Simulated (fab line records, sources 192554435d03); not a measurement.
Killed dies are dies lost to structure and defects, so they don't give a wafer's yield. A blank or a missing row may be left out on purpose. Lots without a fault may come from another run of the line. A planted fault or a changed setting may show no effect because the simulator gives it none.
fab line records | flow n5_finfet
record lots=7 wafers=21
route steps=1938 shown GATE_CUT@490 MOL_CONTACT_COAG@563 BEOL_M0_SAQP@643 BEOL_M2@845
start_h: hours from the record's first day to the start of the lot's first wafer shown | wait_h: hours since the lot's step before | " the same as in the row above | L1.1+2: a row that stands for several wafers | - no value, or no start given | * or withheld: withheld | < > ~ a bound
route shown NAME@n: a module of which the file shows steps, and the number in the route of the first | usual: mean/standard deviation of fault-free wafers | same: alike in all rows | chamber/n: place in a boat | sites: the reading at each site | _std_site: their standard deviation | _edge_site: outer sites' mean less inner sites' | radius_mm: how far each site lies from the wafer's centre | mask NAME#n: copy n | behind: the tool/chamber that last shaped the wafer | hold: why the lot was held/for how many hours/how that ended | device: the transistor (n, p or np) that didn't switch | end of line: the same wafers' tests at the end of the route | a step without rows: its recipe alone | killed: dies lost to structure and defects at the first sort, not the wafer's yield | map: a wafer's dies, x killed, . not, _ none there
set.NAME: the setting as run; set.NAME@STEP: as run at that earlier step | model.NAME: the simulator's own value behind a step, which no gauge read
lots whose settings were changed on purpose; a table a step, a row a wafer
## steps
# step N5_GATE_CUT_DESCUM_18
# recipe chemistry=O2 time_s=7 source_power_w=50 bias_power_w=20 pressure_mtorr=20 rf_frequency_hz=2.712e+07 temp_c=40 resist=CAR-EUV o2_flow_sccm=225
# columns lot.wafer tool chamber start_h wait_h set.time_s set.dose_mj@GATE_CUT_EXPOSE_10 model.GATE_CUT.cd_nm model.CAR-EUV_of_GATE_CUT_COAT_07.thk_nm
L075.1 rie_diel-06 2 90.17 0.0 8.488 43.25 20 25.2
L075.3 " 1 " " 7 43.25 20.2 26
L075.5 " 2 " " 7 43.25 19.8 26
L082.1+2 rie_diel-06 2,3 135.56 0.0 7 43.25 20 26.2
L082.6 " 1 " " 7 43.25 20.2 26.2
L083.1+3 rie_diel-01 2,3 147.57 0.0 7 43.25 20.2 26
L083.4 " 1 " " 7 43.25 20.4 26.2
L087.1 rie_diel-05 3 164.53 0.0 7 43.25 19.8 26
L087.2 " 2 " " 6.572 44.7 20.4 26.2
L087.4 " 1 " " 7 44.7 20.4 26
L093.3 rie_diel-05 2 199.65 0.0 6.542 45.13 21 26.4
L093.5 " 2 " " 7 45.13 20.8 26.2
L093.6 " 3 " " 6.542 43.25 19.8 26.4
L095.2 rie_diel-01 3 212.28 0.0 7.921 43.25 20.2 25.4
L095.4+6 " 2,0 " " 7 43.25 20.2 26
L096.1 rie_diel-01 0 216.78 0.0 5.87 46.09 21.2 26.6
L096.3 " 2 " " 5.87 43.25 19.8 26.4
L096.6 " 2 " " 7 46.09 21 26
# step N5_GATE_CUT_ETCH_28
# recipe chemistry=N2/H2 target=underlayer target_depth_a=130 mask_material=CAR-EUV time_s=10.4 ion_energy_ev=200 pressure_mtorr=30 source_w=840 bias_w=150 n2_flow_sccm=200 h2_flow_sccm=200 ends=cleared
# columns lot.wafer tool chamber start_h wait_h set.dose_mj@GATE_CUT_EXPOSE_10 model.GATE_CUT.cd_nm
L075.1 rie_diel-06 2 90.20 0.0 43.25 20
L075.3 " 1 " " 43.25 20.2
L075.5 " 2 " " 43.25 19.8
L082.1+2 rie_diel-06 2,3 135.60 0.0 43.25 20
L082.6 " 1 " " 43.25 20.2
L083.1+3 rie_diel-01 2,3 147.60 0.0 43.25 20.2
L083.4 " 1 " " 43.25 20.4
L087.1 rie_diel-05 3 164.56 0.0 43.25 19.8
L087.2 " 2 " " 44.7 20.4
L087.4 " 1 " " 44.7 20.6
L093.3 rie_diel-05 2 199.70 0.0 45.13 21
L093.5 " 2 " " 45.13 20.8
L093.6 " 3 " " 43.25 19.8
L095.2 rie_diel-01 3 212.32 0.0 43.25 20.4
L095.4+6 " 2,0 " " 43.25 20.2
L096.1 rie_diel-01 0 216.82 0.0 46.09 21.4
L096.3 " 2 " " 43.25 19.8
L096.6 " 2 " " 46.09 21.2
# step N5_GATE_CUT_ETCH_36
# recipe chemistry=CF4 target=SiARC target_depth_a=130 mask_material=CAR-EUV time_s=21.7 ion_energy_ev=80 pressure_mtorr=40 source_w=545 bias_w=36 Ar_flow_sccm=100 cf4_flow_sccm=100 ends=cleared
# columns lot.wafer tool chamber start_h wait_h set.dose_mj@GATE_CUT_EXPOSE_10 set.time_s@GATE_CUT_DESCUM_18 model.GATE_CUT.cd_nm model.CAR-EUV_of_GATE_CUT_COAT_07.thk_nm
L075.1 rie_diel-06 2 90.22 0.0 43.25 8.488 20 6.2
L075.3 " 1 " " 43.25 7 20.2 6.8
L075.5 " 2 " " 43.25 7 19.6 7
L082.1 rie_diel-06 2 135.62 0.0 43.25 7 20 7.2
L082.2+6 " 3,1 " " 43.25 7 20.2 7.2
L083.1 rie_diel-01 2 147.62 0.0 43.25 7 20 7.2
L083.3 " 3 " " 43.25 7 20.4 7
L083.4 " 1 " " 43.25 7 20.2 7
L087.1 rie_diel-05 3 164.58 0.0 43.25 7 20 6.8
L087.2 " 2 " " 44.7 6.572 20.4 7
L087.4 " 1 " " 44.7 7 20.6 6.8
L093.3 rie_diel-05 2 199.73 0.0 45.13 6.542 21 7.4
L093.5 " 2 " " 45.13 7 20.8 7
L093.6 " 3 " " 43.25 6.542 19.8 7.4
L095.2 rie_diel-01 3 212.34 0.0 43.25 7.921 20.4 6.2
L095.4 " 2 " " 43.25 7 20.4 7
L095.6 " 0 " " 43.25 7 20.2 7
L096.1 rie_diel-01 0 216.84 0.0 46.09 5.87 21.4 7.6
L096.3 " 2 " " 43.25 5.87 19.8 7.4
L096.6 " 2 " " 46.09 7 21.2 6.8
# step N5_GATE_CUT_ETCH_37
# recipe chemistry=N2/H2 target=SOC target_depth_a=600 overetch_a=120 mask_material=SiARC temp_c=40 time_s=90 ion_energy_ev=200 pressure_mtorr=30 source_w=840 bias_w=150 n2_flow_sccm=200 h2_flow_sccm=200
# columns lot.wafer tool chamber start_h wait_h set.dose_mj@GATE_CUT_EXPOSE_10 model.GATE_CUT.cd_nm
L075.1+3 rie_diel-06 2,1 90.25 0.0 43.25 20.2
L075.5 " 2 " " 43.25 19.8
L082.1 rie_diel-06 2 135.64 0.0 43.25 20.4
L082.2+6 " 3,1 " " 43.25 20.2
L083.1+3+4 rie_diel-01 2,3,1 147.65 0.0 43.25 20.2
L087.1 rie_diel-05 3 164.61 0.0 43.25 20
L087.2 " 2 " " 44.7 20.4
L087.4 " 1 " " 44.7 20.8
L093.3 rie_diel-05 2 199.79 0.0 45.13 21
L093.5 " 2 " " 45.13 20.6
L093.6 " 3 " " 43.25 19.8
L095.2+4 rie_diel-01 3,2 212.36 0.0 43.25 20.4
L095.6 " 0 " " 43.25 20
L096.1+6 rie_diel-01 0,2 216.86 0.0 46.09 21.2
L096.3 " 2 " " 43.25 20
# step N5_GATE_CUT_STRIP_38
# recipe chemistry=N2/H2 temp_c=40 n2_flow_sccm=200 h2_flow_sccm=200 rf_frequency_hz=6e+07
# step N5_GATE_CUT_STRIP_39
# recipe chemistry=N2/H2 temp_c=40 n2_flow_sccm=200 h2_flow_sccm=200 rf_frequency_hz=6e+07
# step N5_GATE_CUT_STRIP_41
# recipe chemistry=CF4 resist=SiARC power_w=300 bias_power_w=75 pressure_mtorr=50 cf4_flow_sccm=150 rf_frequency_hz=6e+07
# step N5_GATE_CUT_STRIP_42
# recipe chemistry=O2 power_w=400 temp_c=40 pressure_mtorr=30 rf_frequency_hz=6e+07 bias_power_w=0 overash_fraction=0.3 o2_flow_sccm=225
# step N5_GATE_CUT_ETCH_19
# recipe chemistry=CH3F/O2 target=SiNx mask_material=SiO2 target_depth_a=537 time_s=76.7 pressure_mtorr=30 source_w=395 bias_w=73 Ar_flow_sccm=150 CH3F_flow_sccm=30 O2_flow_sccm=20 ion_energy_ev=120 ends=cleared
# columns lot.wafer tool chamber start_h wait_h set.dose_mj@GATE_CUT_EXPOSE_10 model.GATE_CUT.cd_nm
L075.1+3+5 rie_diel-06 2,1,2 90.45 0.0 43.25 20.2
L082.1 rie_diel-06 2 135.85 0.0 43.25 20.6
L082.2 " 3 " " 43.25 20.2
L082.6 " 1 " " 43.25 20.4
L083.1+3+4 rie_diel-01 2,3,1 147.86 0.0 43.25 20.2
L087.1 rie_diel-05 3 164.81 0.0 43.25 20.2
L087.2 " 2 " " 44.7 20.4
L087.4 " 1 " " 44.7 20.6
L093.3 rie_diel-05 2 200.11 0.1 45.13 21
L093.5 " 2 " " 45.13 20.6
L093.6 " 3 " " 43.25 19.8
L095.2+4 rie_diel-01 3,2 212.57 0.0 43.25 20.4
L095.6 " 0 " " 43.25 20
L096.1+6 rie_diel-01 0,2 217.07 0.0 46.09 21.2
L096.3 " 2 " " 43.25 19.8
# step N5_MOL_CONTACT_COAG_PECVD_31
# recipe material=SiO2 target_thk_a=460 temp_c=400 precursor=TEOS/O2 pressure_torr=6.5 rf_w=withheld teos_flow_sccm=withheld gas=O2 flow_sccm=2650 time_s=8.9
# columns lot.wafer tool chamber start_h wait_h set.temp_c model.SiO2_of_MOL_CONTACT_COAG_PECVD_31.thk_nm
L075.1 pecvd-04 1 103.54 0.3 405.9 43.2
L075.3 " 2 " " 400 46.4
L075.5 " 2 " " 405.9 45
L082.1 pecvd-03 1 151.89 0.3 400 45.2
L082.2 " 2 " " 400 45
L082.6 " 0 " " 400 46.8
L083.1 pecvd-04 1 158.61 0.3 400 44.8
L083.3 " 2 " " 400 45.8
L083.4 " 1 " " 400 46
L087.1 pecvd-02 1 176.99 0.3 400 45
L087.2 " 2 " " 417.7 40.2
L087.4 " 1 " " 400 45.6
L093.3 pecvd-02 1 214.80 0.3 400 45.8
L093.5 " 2 " " 400 46.2
L093.6 " 1 " " 400 46
L095.2 pecvd-03 0 224.71 0.3 410.8 42.6
L095.4 " 1 " " 400 46
L095.6 " 1 " " 410.8 42.8
L096.1 pecvd-02 2 231.06 0.3 390.8 47.6
L096.3 " 1 " " 400 44.8
L096.6 " 0 " " 390.8 48
# step N5_MOL_CONTACT_COAG_EXPOSE_81
# recipe mask_id=VG na=0.33 source_shape=annular sigma_inner=0.3 sigma_outer=0.7 polarization=unpolarized defocus_nm=0 dose_mj=59.5
# columns lot.wafer tool chamber start_h wait_h mask set.dose_mj
L075.1+3+5 euv_scanner-02 0 103.73 - VG#0 59.5
L082.1+2+6 euv_scanner-02 0 152.09 - VG#0 59.5
L083.1+3+4 euv_scanner-02 0 158.80 - VG#0 59.5
L087.1+2 euv_scanner-01 0 177.31 - VG#0 59.5
L087.4 " 0 " " VG#0 62.34
L093.3+5+6 euv_scanner-02 0 215.14 - VG#0 59.5
L095.2+4+6 euv_scanner-02 0 224.93 - VG#0 59.5
L096.1 euv_scanner-01 0 231.37 - VG#0 62.69
L096.3+6 " 0 " " VG#0 59.5
# step N5_MOL_CONTACT_COAG_PEB_82
# recipe peb_temp_c=100 peb_time_s=60 resist=CAR-EUV
# step N5_MOL_CONTACT_COAG_DEVELOP_83
# recipe develop_time_s=30 developer=TMAH resist=CAR-EUV rinse_liquid=surfactant_rinse dry=air_spin dev_temp_c=23
# step N5_MOL_CONTACT_COAG_ETCHBACK_135
# recipe chemistry=CHF3 target=SiO2 target_depth_a=250 time_s=16.7 ion_energy_ev=200 pressure_mtorr=30 source_w=610 bias_w=170 Ar_flow_sccm=200 CHF3_flow_sccm=50
# step N5_MOL_CONTACT_COAG_STRIP_118
# recipe chemistry=CHF3 resist=SiARC rf_frequency_hz=6e+07
# step N5_MOL_CONTACT_COAG_VIA_ETCH_46
# recipe chemistry=C4F6/O2 target_depth_a=460 overetch_a=92 mask_material=SOC target=SiO2 bias_w=455 pressure_mtorr=10 time_s=40 source_w=325 Ar_flow_sccm=300 C4F6_flow_sccm=10 O2_flow_sccm=10 ion_energy_ev=575.3 ends=end_point
# columns lot.wafer tool chamber start_h wait_h set.temp_c@MOL_CONTACT_COAG_PECVD_31 model.etch.depth_nm
L075.1 rie_diel-03 2 104.56 0.0 405.9 43.14
L075.3 " 3 " " 400 46.33
L075.5 " 3 " " 405.9 45.04
L082.1 rie_diel-03 2 153.10 0.0 400 45.29
L082.2 " 3 " " 400 45.04
L082.6 " 1 " " 400 46.73
L083.1 rie_diel-02 0 159.57 0.0 400 44.86
L083.3 " 3 " " 400 45.73
L083.4 " 1 " " 400 45.92
L087.1 rie_diel-03 1 178.15 0.0 400 45.05
L087.2 " 0 " " 417.7 40.27
L087.4 " 3 " " 400 45.59
L093.3 rie_diel-03 0 215.86 0.0 400 45.81
L093.5 " 1 " " 400 46.16
L093.6 " 2 " " 400 45.97
L095.2 rie_diel-02 0 225.79 0.0 410.8 42.51
L095.4 " 0 " " 400 45.98
L095.6 " 3 " " 410.8 42.8
L096.1 rie_diel-02 2 233.69 0.0 390.8 47.69
L096.3 " 0 " " 400 44.76
L096.6 " 2 " " 390.8 47.99
# step N5_BEOL_M0_SAQP_COAT_08
# recipe resist=CAR-ArF spin_rpm=1500 resist_thk_nm=90
# columns lot.wafer tool chamber start_h wait_h set.spin_rpm model.CAR-ArF_of_BEOL_M0_SAQP_COAT_08.thk_nm
L075.1 litho_track-05 0 - - 1500 90.2
L075.3 " 0 " " 1500 90.4
L075.5 " 0 " " 1443 91.6
L082.1 litho_track-04 0 - - 1500 90.4
L082.2 " 0 " " 1500 89.8
L082.6 " 0 " " 1500 90
L083.1+4 litho_track-04 0 - - 1614 87.2
L083.3 " 0 " " 1500 90.6
L087.1+2 litho_track-02 0 - - 1602 87.4
L087.4 " 0 " " 1602 87.2
L093.3 litho_track-04 0 - - 1500 90.2
L093.5 " 0 " " 1631 86
L093.6 " 0 " " 1500 89.8
L095.2+6 litho_track-05 0 - - 1500 90
L095.4 " 0 " " 1440 91.8
L096.1 litho_track-04 0 - - 1500 89.8
L096.3 " 0 " " 1500 89.6
L096.6 " 0 " " 1500 90
# step N5_BEOL_M0_SAQP_DEVELOP_13
# recipe develop_time_s=30 developer=TMAH resist=CAR-ArF dev_temp_c=23 rinse_liquid=diw dry=air_spin
# columns lot.wafer tool chamber start_h wait_h set.develop_time_s set.spin_rpm@BEOL_M0_SAQP_COAT_08 model.CAR-ArF_of_BEOL_M0_SAQP_COAT_08.thk_nm
L075.1+3 litho_track-05 0 - - 30 1500 88.6
L075.5 " 0 " " 30 1443 89.8
L082.1 litho_track-05 0 - - 30 1500 88.6
L082.2 " 0 " " 30 1500 88.2
L082.6 " 0 " " 30 1500 88.4
L083.1 litho_track-02 0 - - 30 1614 85.6
L083.3 " 0 " " 30 1500 89
L083.4 " 0 " " 30 1614 85.4
L087.1 litho_track-04 0 - - 30 1602 85.6
L087.2 " 0 " " 27.72 1602 85.6
L087.4 " 0 " " 30 1602 85.4
L093.3 litho_track-05 0 - - 30 1500 88.4
L093.5 " 0 " " 36.14 1631 84.2
L093.6 " 0 " " 36.14 1500 88
L095.2 litho_track-05 0 - - 35.61 1500 88.2
L095.4 " 0 " " 30 1440 90.2
L095.6 " 0 " " 30 1500 88.2
L096.1 litho_track-04 0 - - 24.92 1500 88.2
L096.3 " 0 " " 24.92 1500 88
L096.6 " 0 " " 30 1500 88.2
# step N5_BEOL_M0_SAQP_DESCUM_19
# recipe chemistry=O2 time_s=7.9 source_power_w=50 bias_power_w=20 pressure_mtorr=20 rf_frequency_hz=2.712e+07 temp_c=40 resist=CAR-ArF o2_flow_sccm=225
# columns lot.wafer tool chamber start_h wait_h set.spin_rpm@BEOL_M0_SAQP_COAT_08 model.CAR-ArF_of_BEOL_M0_SAQP_COAT_08.thk_nm
L075.1+3 rie_diel-01 1,2 113.04 0.2 1500 83.8
L075.5 " 1 " " 1443 85
L082.1 rie_diel-01 1 160.43 0.0 1500 83.8
L082.2 " 3 " " 1500 83.2
L082.6 " 0 " " 1500 83.6
L083.1+4 rie_diel-06 3,2 167.20 0.0 1614 80.6
L083.3 " 0 " " 1500 84
L087.1+4 rie_diel-06 2,0 186.33 0.1 1602 80.6
L087.2 " 1 " " 1602 80.8
L093.3 rie_diel-01 1 224.33 0.3 1500 83.6
L093.5 " 3 " " 1631 79.2
L093.6 " 0 " " 1500 83.2
L095.2 rie_diel-01 3 233.68 0.0 1500 83.2
L095.4 " 1 " " 1440 85.4
L095.6 " 3 " " 1500 83.4
L096.1+6 rie_diel-06 1 241.55 0.0 1500 83.4
L096.3 " 2 " " 1500 83.2
# step N5_BEOL_M0_SAQP_ETCH_83
# recipe chemistry=CF4 target=SiARC target_depth_a=390 mask_material=CAR-ArF time_s=65 ion_energy_ev=80 pressure_mtorr=40 source_w=545 bias_w=36 Ar_flow_sccm=100 cf4_flow_sccm=100 ends=cleared
# columns lot.wafer tool chamber start_h wait_h set.spin_rpm@BEOL_M0_SAQP_COAT_08 model.CAR-ArF_of_BEOL_M0_SAQP_COAT_08.thk_nm
L075.1 rie_diel-01 1 113.07 0.0 1500 56
L075.3 " 2 " " 1500 55.8
L075.5 " 1 " " 1443 57.2
L082.1 rie_diel-01 1 160.46 0.0 1500 55.8
L082.2 " 3 " " 1500 55.2
L082.6 " 0 " " 1500 55.6
L083.1 rie_diel-06 3 167.23 0.0 1614 52.8
L083.3 " 0 " " 1500 56.2
L083.4 " 2 " " 1614 52.6
L087.1+2 rie_diel-06 2,1 186.36 0.0 1602 52.8
L087.4 " 0 " " 1602 52.6
L093.3 rie_diel-01 1 224.37 0.0 1500 55.8
L093.5 " 3 " " 1631 51.2
L093.6 " 0 " " 1500 55.4
L095.2 rie_diel-01 3 233.72 0.0 1500 55.2
L095.4 " 1 " " 1440 57.4
L095.6 " 3 " " 1500 55.4
L096.1+6 rie_diel-06 1 241.59 0.0 1500 55.4
L096.3 " 2 " " 1500 55.2
# step N5_BEOL_M0_SAQP_COAT_87
# recipe resist=underlayer temp_c=205 time_s=60 spin_rpm=1500 resist_thk_nm=5
# columns lot.wafer tool chamber start_h wait_h set.spin_rpm
L075.1+5 litho_track-04 0 - - 1500
L075.3 " 0 " " 1666
L082.1+2+6 litho_track-04 0 - - 1500
L083.1 litho_track-02 0 - - 1457
L083.3+4 " 0 " " 1500
L087.1 litho_track-05 0 - - 1500
L087.2+4 " 0 " " 1348
L093.3+6 litho_track-04 0 - - 1409
L093.5 " 0 " " 1500
L095.2+4+6 litho_track-04 0 - - 1500
L096.1+3+6 litho_track-02 0 - - 1500
# step N5_BEOL_M0_SAQP_ETCH_88
# recipe chemistry=N2/H2 target=underlayer target_depth_a=65 time_s=5.2 ion_energy_ev=200 mask_material=CAR-EUV pressure_mtorr=30 source_w=840 bias_w=150 n2_flow_sccm=200 h2_flow_sccm=200 ends=cleared
# usual rf_vpp_V=523.2/2.8
# columns lot.wafer tool chamber start_h wait_h set.source_w set.spin_rpm@BEOL_M0_SAQP_COAT_87 rf_vpp_V model.etch.depth_nm
L075.1 rie_diel-01 2 117.51 0.0 964.7 1500 502.4 4.992
L075.3 " 1 " " 840 1666 522.2 4.752
L075.5 " 1 " " 964.7 1500 497.3 5.009
L082.1 rie_diel-06 1 164.59 0.0 840 1500 522.4 5.005
L082.2 " 2 " " 840 1500 517.0 4.997
L082.6 " 0 " " 840 1500 524.9 4.99
L083.1 rie_diel-06 1 171.05 0.0 840 1457 523.0 5.056
L083.3 " 3 " " 840 1500 525.8 4.969
L083.4 " 0 " " 722.2 1500 550.7 4.982
L087.1 rie_diel-01 2 192.52 0.0 840 1500 523.9 4.988
L087.2 " 0 " " 840 1348 518.7 5.263
L087.4 " 1 " " 840 1348 523.4 5.261
L093.3 rie_diel-05 3 228.41 0.0 840 1409 523.8 5.163
L093.5 " 0 " " 840 1500 529.3 5.008
L093.6 " 3 " " 734.5 1409 549.5 5.166
L095.2 rie_diel-05 3 238.42 0.0 840 1500 527.0 5
L095.4 " 0 " " 961.5 1500 505.7 5.015
L095.6 " 2 " " 961.5 1500 495.1 4.998
L096.1 rie_diel-06 3 246.70 0.0 840 1500 522.0 5.012
L096.3 " 1 " " 840 1500 521.5 5.017
L096.6 " 3 " " 901.6 1500 511.1 5.025
# step N5_BEOL_M2_COAT_61
# recipe resist=SOC temp_c=250 time_s=60 spin_rpm=1500 resist_thk_nm=60
# columns lot.wafer tool chamber start_h wait_h set.spin_rpm model.SOC_of_BEOL_M2_COAT_61.thk_nm
L075.1+3 litho_track-02 0 140.91 0.2 1500 60.2
L075.5 " 0 " " 1430 61.4
L082.1+6 litho_track-04 0 183.20 0.1 1500 59.6
L082.2 " 0 " " 1500 59.8
L083.1+3+4 litho_track-04 0 194.55 0.1 1500 60
L087.1+2 litho_track-02 0 212.18 0.1 1365 62.8
L087.4 " 0 " " 1500 60
L093.3 litho_track-02 0 250.85 0.1 1364 62.8
L093.5 " 0 " " 1364 63
L093.6 " 0 " " 1500 60.2
L095.2 litho_track-01 0 261.07 0.1 1500 60
L095.4+6 " 0 " " 1500 59.6
L096.1 litho_track-01 0 270.49 0.1 1500 60
L096.3+6 " 0 " " 1331 64
## key
split step=N5_GATE_CUT_DESCUM_18 setting=time_s stated=7 by=wafer
response step=N5_GATE_CUT_DESCUM_18 reading=model.CAR-EUV_of_GATE_CUT_COAT_07.thk_nm change=-0.0368 per=1% r=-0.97
response step=N5_GATE_CUT_ETCH_36 reading=model.CAR-EUV_of_GATE_CUT_COAT_07.thk_nm change=-0.042 per=1% r=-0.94
split step=N5_MOL_CONTACT_COAG_PECVD_31 setting=temp_c stated=400 by=wafer
response step=N5_MOL_CONTACT_COAG_PECVD_31 reading=model.SiO2_of_MOL_CONTACT_COAG_PECVD_31.thk_nm change=-1.22 per=1% r=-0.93
response step=N5_MOL_CONTACT_COAG_VIA_ETCH_46 reading=model.etch.depth_nm change=-1.21 per=1% r=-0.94
split step=N5_MOL_CONTACT_COAG_EXPOSE_81 setting=dose_mj stated=59.5 by=wafer
response none clear
split step=N5_BEOL_M0_SAQP_COAT_08 setting=spin_rpm stated=1500 by=wafer
response step=N5_BEOL_M0_SAQP_COAT_08 reading=model.CAR-ArF_of_BEOL_M0_SAQP_COAT_08.thk_nm change=-0.443 per=1% r=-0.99
response step=N5_BEOL_M0_SAQP_DEVELOP_13 reading=model.CAR-ArF_of_BEOL_M0_SAQP_COAT_08.thk_nm change=-0.45 per=1% r=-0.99
response step=N5_BEOL_M0_SAQP_DESCUM_19 reading=model.CAR-ArF_of_BEOL_M0_SAQP_COAT_08.thk_nm change=-0.459 per=1% r=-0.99
response step=N5_BEOL_M0_SAQP_ETCH_83 reading=model.CAR-ArF_of_BEOL_M0_SAQP_COAT_08.thk_nm change=-0.476 per=1% r=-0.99
split step=N5_BEOL_M0_SAQP_DEVELOP_13 setting=develop_time_s stated=30 by=wafer
response none clear
split step=N5_BEOL_M0_SAQP_COAT_87 setting=spin_rpm stated=1500 by=wafer
response step=N5_BEOL_M0_SAQP_ETCH_88 reading=model.etch.depth_nm change=-0.0248 per=1% r=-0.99
split step=N5_BEOL_M0_SAQP_ETCH_88 setting=source_w stated=840 by=wafer
response step=N5_BEOL_M0_SAQP_ETCH_88 reading=rf_vpp_V change=-1.73 per=1% r=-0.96
split step=N5_BEOL_M2_COAT_61 setting=spin_rpm stated=1500 by=wafer
response step=N5_BEOL_M2_COAT_61 reading=model.SOC_of_BEOL_M2_COAT_61.thk_nm change=-0.322 per=1% r=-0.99
split outside_this_file step=N5_GATE_CUT_EXPOSE_10 setting=dose_mj
# split outside_this_file: this setting was split too, and the file shows its column; the key of that split is in another file
